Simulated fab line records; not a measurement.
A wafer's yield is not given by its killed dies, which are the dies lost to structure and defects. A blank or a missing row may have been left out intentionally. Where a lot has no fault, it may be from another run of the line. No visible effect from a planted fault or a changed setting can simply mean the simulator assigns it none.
The same fault as seen by 2 desks | flow n5 finfet | only its own numbers are on each desk; what lay behind them is given at the end

== THE TOOL OWNER'S DESK: rie diel-06 ==
The tool's own readings at N5_MOL_CONTACT_COAG_ETCH_91 (etches SOC in N2/H2, target depth 60 nm, overetch 21 nm, time 101.2 s): means of the sampled wafers that have a number, for each lot that ran on this tool. A lot is out of limits, marked OUT, if its mean lies more than 4 standard deviations from the usual mean; the brackets give that distance.
Columns: A = chamber pressure mTorr at N5_MOL_CONTACT_COAG_ETCH_91, usual 30.002 mTorr; B = drypump motor current A at N5_MOL_CONTACT_COAG_ETCH_91, usual 5.7 A; C = oes product au at N5_MOL_CONTACT_COAG_ETCH_91, usual 0.64 a.u.; D = rf vpp V at N5_MOL_CONTACT_COAG_ETCH_91, usual 522.9 V; E = showerhead plenum p Torr at N5_MOL_CONTACT_COAG_ETCH_91, usual 2.51 Torr; F = throttle valve pct at N5_MOL_CONTACT_COAG_ETCH_91, usual 17.85 %
lot  | first seen here | A      | B   | C    | D     | E    | F
L751 | day 5 23:29     | 29.997 | 5.9 | 0.61 | 521.4 | 2.46 | 17.95
L752 | day 6 05:24     | 29.990 | 5.7 | 0.63 | 521.2 | 2.47 | 17.87
L758 | day 7 18:52     | 30.014 | 5.5 | 0.60 | 520.8 | 2.47 | 18.12
L759 | day 7 19:47     | 29.992 | 6.2 | 0.57 | 520.0 | 2.42 | 18.04
Finding of this desk: none of the 4 lots has anything out of limits.

== THE METROLOGY DESK ==
Lot by lot, what the gauges showed, no matter which tool ran the lot: averages of those sampled wafers that carry a number. A lot is out of limits, marked OUT, if its mean lies more than 4 standard deviations from the usual mean; the brackets give that distance. It has 12 readings; the 7 that lie furthest out on some lot are the ones shown.
Columns: A = cd nm at N5_MOL_CONTACT_COAG_CD_MEAS_137, usual 15.8 nm; B = cd nm at N5_MOL_CONTACT_COAG_CD_MEAS_40, usual 25.12 nm; C = DIBL_N at N5_BEOL_M4_RC_MEAS_101, usual 36.0 mV/V; D = DIBL_P at N5_BEOL_M4_RC_MEAS_101, usual 36.3 mV/V; E = ION_P at N5_BEOL_M4_RC_MEAS_101, usual 461 uA/um; F = SS_N at N5_BEOL_M4_RC_MEAS_101, usual 71.4 mV/dec; G = VT_N at N5_BEOL_M4_RC_MEAS_101, usual 250 mV
lot  | first seen here | A    | B     | C    | D    | E   | F    | G
L749 | day 5 17:04     | 15.7 | 25.21 | 36.9 | 37.8 | 465 | 72.5 | 247
L751 | day 5 23:57     | 16.2 | 25.19 | 33.7 | 32.4 | 461 | 71.1 | 249
L752 | day 6 05:52     | 15.5 | 24.96 | 35.6 | 36.1 | 462 | 71.3 | 250
L753 | day 6 12:41     | 15.9 | 25.14 | 34.2 | 34.7 | 457 | 71.0 | 254
L758 | day 7 19:31     | 15.6 | 24.74 | 35.8 | 36.5 | 459 | 71.2 | 247
L759 | day 7 20:14     | 16.6 | 25.37 | 34.2 | 34.4 | 465 | 70.5 | 256
L766 | day 9 15:05     | 15.7 | 25.09 | 36.6 | 37.5 | 466 | 71.6 | 253
L770 | day 10 17:02    | 15.7 | 25.20 | 37.3 | 39.0 | 473 | 71.4 | 246
Finding of this desk: none of the 8 lots has anything out of limits.

== ALL TOGETHER ==
The desk of the tool owner found nothing out of limits.
From the metrology desk's view, nothing was out of limits.

== WHAT THE SIMULATOR HAD INSERTED ==
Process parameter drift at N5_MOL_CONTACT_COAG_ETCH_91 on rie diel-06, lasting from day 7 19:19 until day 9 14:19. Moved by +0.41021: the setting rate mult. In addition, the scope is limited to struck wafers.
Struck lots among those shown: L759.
